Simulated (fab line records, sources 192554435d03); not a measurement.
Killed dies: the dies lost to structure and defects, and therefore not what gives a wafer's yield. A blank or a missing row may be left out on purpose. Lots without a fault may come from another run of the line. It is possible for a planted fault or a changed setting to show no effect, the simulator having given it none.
Comparing a struck lot with a sound one :: flow n5-finfet :: 32 steps out of a route of 1938
Sound: these wafers, L968.1, L968.3, L968.6. Struck: wafer L978.1 (left out: L978.3, L978.6 of the same lot, which were not struck); the cause appears at the end.
Each step with rows lists, per side, the tool, then ch with its chambers, then its first start. Under that, the readings that differ: sound wafers :: struck wafers :: difference of the means :: sigmas: that difference in standard deviations of wafers without a fault.
alike: readings with means less than 2 such deviations apart, plus words and numbers identical on both sides. not compared: withheld readings, readings lacking a value on some wafer, bounds such as >300 that could conceal the same value, and numbers that have no deviation in the record and whose values overlap.
Wherever a step has rows on one side only, a row that says differs or no value, or a row with sigmas, the two part there. Numbers that don't overlap but have no deviation are shown without sigmas and don't part them. A reading that every wafer of one side lacks parts them only if that side has two wafers or more.

N5_BEOL_M9_CD_MEAS_28: the cd target is 70 nm.
  sound on cd-sem-03 ch 0, day 10 12:02; struck on cd-sem-03 ch 0, day 13 13:30
  alike: cd-nm
N5_BEOL_M9_OVL_MEAS_29:
  sound on overlay-02 ch 0, day 10 12:04; struck on overlay-01 ch 0, day 13 13:32
  alike: V8_OVL
N5_BEOL_M9_INSPECT_30: inspects for defects (brightfield).
  sound on defect-inspect-02 at day 10 12:08; struck on defect-inspect-02 at day 13 13:35
reading: raw-defect-count
sound: 367 525 375
struck: 641
difference: +219
sigmas: +2
then, 1 step without rows for these wafers: N5_BEOL_M9_DESCUM_33 (chemistry O2, time 7 s).
N5_BEOL_M9_ETCH_76: etches underlayer in N2/H2, target depth 6.5 nm, time 5.2 s.
  sound on rie-diel-06 ch 0,3, day 10 12:12; struck on rie-diel-06 ch 3, day 13 13:40
  alike: drypump-motor-current-A, etch-rf-on-time-s, oes-product-au, rf-vpp-V, showerhead-plenum-p-Torr, throttle-valve-pct
  not compared: rf-hours-counter-h
then, 7 steps without rows for these wafers: N5_BEOL_M9_ETCH_65 (etches SiARC in CF4, target depth 15.6 nm, time 26 s); N5_BEOL_M9_ETCH_66 (etches SOC in N2/H2, target depth 80 nm, overetch 16 nm, time 120 s); N5_BEOL_M9_STRIP_69 (strips in N2/H2); N5_BEOL_M9_STRIP_77 (strips in N2/H2); N5_BEOL_M9_VIA_ETCH_34 (etches SiCOH lowk in C4F6/O2, target depth 182.4 nm, time 68.4 s); N5_BEOL_M9_STRIP_73 (strips in C4F6/O2); N5_BEOL_M9_STRIP_36 (strips in N2/H2).
N5_BEOL_M9_TRENCH_ETCH_37: etches SiCOH lowk in C4F6/O2, target depth 151.43 nm, time 49 s.
  sound on rie-diel-06 ch 0,3, day 10 12:26; struck on rie-diel-06 ch 3, day 13 13:54
reading: model.BEOL_M9.feature-depth-nm (nm)
sound: 150.6 149.8 149.6
struck: 159.2
difference: +9.2
sigmas: 

reading: model.etch.depth-nm (nm)
sound: 150.6 149.8 149.6
struck: 159.1
difference: +9.1
sigmas: 
  alike: drypump-motor-current-A, oes-product-au, rf-vpp-V, showerhead-plenum-p-Torr, throttle-valve-pct
  not compared: rf-hours-counter-h
then, 1 step without rows for these wafers: N5_BEOL_M9_ETCH_41 (etches SiCN in CH3F/O2, target depth 36.6 nm, time 70.1 s).
N5_BEOL_M9_STRIP_80: strips in N2/H2, time 10 s.
  sound on rie-diel-06 ch 0,3; struck on rie-diel-06 ch 3
  alike: drypump-motor-current-A, oes-product-au, rf-vpp-V, showerhead-plenum-p-Torr, throttle-valve-pct
  not compared: rf-hours-counter-h
N5_BEOL_M9_OCD_MEAS_38:
  sound on ocd-02 at day 10 12:37; struck on ocd-02 at day 13 14:05
reading: trench-depth-nm (nm)
sound: 150.9 149.6 149.7
struck: 159.4
difference: +9.3
sigmas: +3
then, 4 steps without rows for these wafers: N5_BEOL_M9_HM_STRIP_39 (strips TiN in peroxide tin strip, target depth 25 nm, time 158 s); N5_BEOL_M9_SRD_40 (time 30 s); N5_BEOL_M9_PRECLEAN_42 (cleans in residue remover, time 60 s); N5_BEOL_M9_SRD_43 (time 30 s).
N5_BEOL_M9_CD_MEAS_35: target cd 70 nm, target cd y 40 nm.
  sound on cd-sem-03 at day 10 12:46; struck on cd-sem-03 at day 13 14:14
  alike: cd-nm
N5_BEOL_M9_CURE_72: cures SiCOH lowk, time 120 s.
  sound on uv-cure-03 ch 0, day 10 12:49; struck on uv-cure-01 ch 2, day 13 14:16
reading: lamp-power-pct (%)
sound: 52.28 52.38 52.30
struck: 52.46
difference: +0.14
sigmas: +3
  alike: wafer_temp_C_max
N5_BEOL_M9_DEGAS_44: time 60 s.
  sound on pvd-sputter-02 at day 10 14:25; struck on pvd-sputter-03 at day 13 15:01
  alike: heater-power-w
then, 2 steps without rows for these wafers: N5_BEOL_M9_PRE_CLEAN_45 (time 30 s); N5_BEOL_M9_ALD_74 (deposits TaN, target thk 2 nm, pulse time 2 s, purge time 3 s).
N5_BEOL_M9_SURFACE_TREAT_79:
  sound on pvd-sputter-03 at day 10 14:53; struck on pvd-sputter-03 at day 13 15:41
  not compared: throttle-valve-pct
then, 4 steps without rows for these wafers: N5_BEOL_M9_CVD_78 (deposits Co from CCTBA/H2, target thk 2 nm, time 138.9 s); N5_BEOL_M9_SPUTTER_48 (material Cu, target thk 12 nm, time 2 s); N5_BEOL_M9_ECD_50 (material Cu, target thk 318 nm); N5_BEOL_M9_ANNEAL_51 (time 90 s).
N5_BEOL_M9_CMP_52: polishes, stops on SiCOH lowk, t overpolish 7 s, target thk 140 nm.
  sound on cmp-02 ch 0,1,3, day 10 15:49; struck on cmp-02 ch 2, day 13 16:56
reading: time-to-endpoint-s (s)
sound: 69.5 67.8 69.7
struck: 60.5
difference: -8.5
sigmas: -3

reading: model.Cu_of_BEOL_M9_ECD_50.thk-nm (nm)
sound: 138 137.6 138.6
struck: 146.6
difference: +8.5
sigmas: 
  alike: barrier-field-endpoint-s, motor-current-A, overpolish-run-s
N5_BEOL_M9_THK_MEAS_53: measures by xrf.
  sound on film-metro-02 at day 10 16:04; struck on film-metro-01 at day 13 17:09
  alike: M9_THK

WHERE THEY PART
First at N5_BEOL_M9_INSPECT_30; last, within this record, at N5_BEOL_M9_CMP_52. Later steps at which nothing parts them and some readings are alike: N5_BEOL_M9_THK_MEAS_53.

WHY: what the simulator had put in
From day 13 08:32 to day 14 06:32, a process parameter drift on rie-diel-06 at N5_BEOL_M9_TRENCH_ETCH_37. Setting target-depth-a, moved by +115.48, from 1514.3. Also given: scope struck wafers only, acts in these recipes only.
